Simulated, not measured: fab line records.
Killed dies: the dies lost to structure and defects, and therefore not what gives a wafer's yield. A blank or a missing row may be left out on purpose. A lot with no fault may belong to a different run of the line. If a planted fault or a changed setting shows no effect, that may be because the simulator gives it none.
Which tool did it? | flow n5 finfet | 17 wafers from 6 lots sampled at 2 of the route's 1938 steps

== WHAT THE GAUGES SHOWED, per wafer ==
N5_BEOL_M6_CD_MEAS_28 targets a cd of 40 nm.
lot  | measured     | on        | cd nm (nm)
L908 | day 10 04:24 | cd sem-02 | 40.07 39.91
L911 | day 10 22:54 | cd sem-01 | 40.48 39.89 40.24
L915 | day 12 06:08 | cd sem-02 | 39.80 39.99 39.69
L925 | day 14 05:07 | cd sem-02 | 39.64 40.15 40.10
L924 | day 14 17:01 | cd sem-01 | 39.88 39.55 40.24
L929 | day 16 11:22 | cd sem-01 | 40.01 40.25 39.99

== WHICH TOOL RAN EACH LOT (tool, then ch and the chambers of the sampled wafers, then the start) ==
lot  | N5_BEOL_M6_PECVD_70
L908 | pecvd-01 ch 0,1, day 10 02:04
L911 | pecvd-02 ch 0,2, day 10 19:26
L915 | pecvd-03 ch 0,2, day 11 23:03
L925 | pecvd-02 ch 1,2, day 14 01:28
L924 | pecvd-03 ch 0,1,2, day 14 13:02
L929 | pecvd-03 ch 0,2, day 16 06:19
- N5_BEOL_M6_PECVD_70: deposits SiO2 from TEOS/O2, target thk 20 nm, time 22.7 s.

== THE ANSWER, worked out from the rows above alone ==
Rule: usual is defined by the lots themselves. The widest of any qualifying gaps counts: lots, ordered by their means at a reading, are off when they make up no more than a third of the lots, leave a main group of 4 or more, and stand apart from it by 3 or more times the standard deviation of that group's means. Not used: any main group whose means are identical at the precision the tables above print for the reading. A lot without any number at a reading at which 4 lots or more have one is off too. Where the step has rows for the other lots, those lots are counted as sound.
None of the lots is off at any reading shown; this tells nothing.

== WHAT WAS PUT IN BY THE SIMULATOR ==
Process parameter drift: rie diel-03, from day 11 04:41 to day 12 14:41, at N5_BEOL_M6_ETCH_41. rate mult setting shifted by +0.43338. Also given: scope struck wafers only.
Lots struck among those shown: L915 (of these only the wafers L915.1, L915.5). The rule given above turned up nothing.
